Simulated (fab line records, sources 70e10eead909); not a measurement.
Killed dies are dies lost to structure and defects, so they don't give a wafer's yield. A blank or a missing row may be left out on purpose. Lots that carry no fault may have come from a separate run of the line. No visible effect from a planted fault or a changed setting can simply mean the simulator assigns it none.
Matching of chambers | flow nand-harc | NHARC_A_CONTACT_DEP_29 on pecvd-01: 3 sister chambers
The step deposits SiON, target thk 100 nm. 14 wafers are shown with their chamber, then 7 later ones without.

## WAFERS PAIRED WITH THEIR CHAMBERS
wafer  | chamber | heater-power-w (W)
L751.1 | 0       | 734
L751.3 | 1       | 687
L751.5 | 0       | 602
L752.1 | 1       | 679
L752.2 | 2       | 832
L752.6 | 0       | 703
L750.1 | 0       | 700
L750.3 | 2       | 711
L750.4 | 2       | 721
L757.2 | 2       | 853
L757.3 | 1       | 620
L757.4 | 1       | 642
L759.1 | 2       | 845
L759.3 | 0       | 738

SIGNATURES, as means of the wafers listed above
reading        | chamber 0 | chamber 1 | chamber 2 | scatter within a chamber
heater-power-w | 695.40    | 657.00    | 792.40    | 56.3
Rule: for each reading, subtract the chamber's mean from the wafer's reading, divide by that reading's scatter and square the result; add these up over the readings and take the root, which gives the wafer's distance from the chamber. If the next closest chamber is less than 2 further off than the closest, the wafer can't be placed; otherwise it belongs to the closest. The scatter is the square root of a quotient: the sum, over the shown wafers, of each reading's squared deviation from its chamber's mean, divided by wafers minus chambers.

## WAFERS MISSING THEIR CHAMBER
wafer  | heater-power-w (W)
L759.5 | 652
L760.3 | 658
L760.5 | 654
L760.6 | 686
L768.1 | 695
L768.2 | 838
L768.3 | 684

## WHICH CHAMBER EACH WENT THROUGH
wafer  | from the rows above          | in truth
L759.5 | can't be placed: 1 or 0      | 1
L760.3 | can't be placed: 1 or 0      | 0
L760.5 | can't be placed: 1 or 0      | 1
L760.6 | can't be placed: 0 or 1 or 2 | 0
L768.1 | can't be placed: 0 or 1 or 2 | 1
L768.2 | can't be placed: 2 or 0      | 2
L768.3 | can't be placed: 0 or 1 or 2 | 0
Correct placement for 0 of the 7. Unplaceable from these rows: 7, with the true chamber sitting among the candidates in 7. Number placed wrongly: 0.
